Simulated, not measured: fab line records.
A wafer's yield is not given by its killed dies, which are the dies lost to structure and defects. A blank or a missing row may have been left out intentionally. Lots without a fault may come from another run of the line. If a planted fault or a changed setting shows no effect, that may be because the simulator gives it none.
Chamber matching	flow nandHarc	NHARC_A_STAIRCASE_ETCHBACK_422 on rieDiel-05 has 4 sister chambers
The step etches the open film in CH3F/O2, target depth 40 nm, time 74.286 s. 8 wafers are shown with their chamber, then 12 later ones without.

== WAFERS WITH THEIR CHAMBER ==
wafer	chamber	showerheadPlenumPTorr (Torr)	drypumpMotorCurrentA (A)
L086.1	3	2.63	5.39
L086.4	2	2.58	5.75
L089.2	1	2.41	5.41
L089.3	0	2.33	5.61
L089.6	2	2.57	5.75
L090.2	3	2.63	5.43
L090.4	1	2.41	5.43
L090.6	0	2.32	5.59

== WAFERS WHOSE CHAMBER IS MISSING ==
wafer	showerheadPlenumPTorr (Torr)	drypumpMotorCurrentA (A)
L090.1	2.57	5.75
L090.3	2.32	5.62
L090.5	2.63	5.39
L093.1	2.32	5.61
L093.5	2.57	5.73
L093.6	2.63	5.36
L097.1	2.32	5.57
L097.4	2.62	5.36
L097.6	2.40	5.46
L097.2	2.40	5.44
L097.3	2.57	5.73
L097.5	2.32	5.58

== WHICH CHAMBER EACH ONE RAN IN ==
wafer	from the rows above	in truth
L090.1	2	2
L090.3	0	0
L090.5	3	3
L093.1	0	0
L093.5	2	2
L093.6	3	3
L097.1	0	0
L097.4	3	3
L097.6	1	1
L097.2	1	1
L097.3	2	2
L097.5	0	0
Correct placement for 12 of the 12. Can't be placed from these rows: 0. Number placed wrongly: 0.
How it was worked out, from the rows above alone: a wafer's distance from a chamber is the root of the sum, over the readings, of the square of ((its reading less the chamber's mean) divided by the reading's scatter). If the next closest chamber is less than 2 further off than the closest, the wafer can't be placed; otherwise it belongs to the closest. A chamber's mean is the mean of its shown wafers. How the scatter is found: for the shown wafers, subtract from each reading the mean of its chamber, square and add these, divide the total by (wafers less chambers), then take the root.
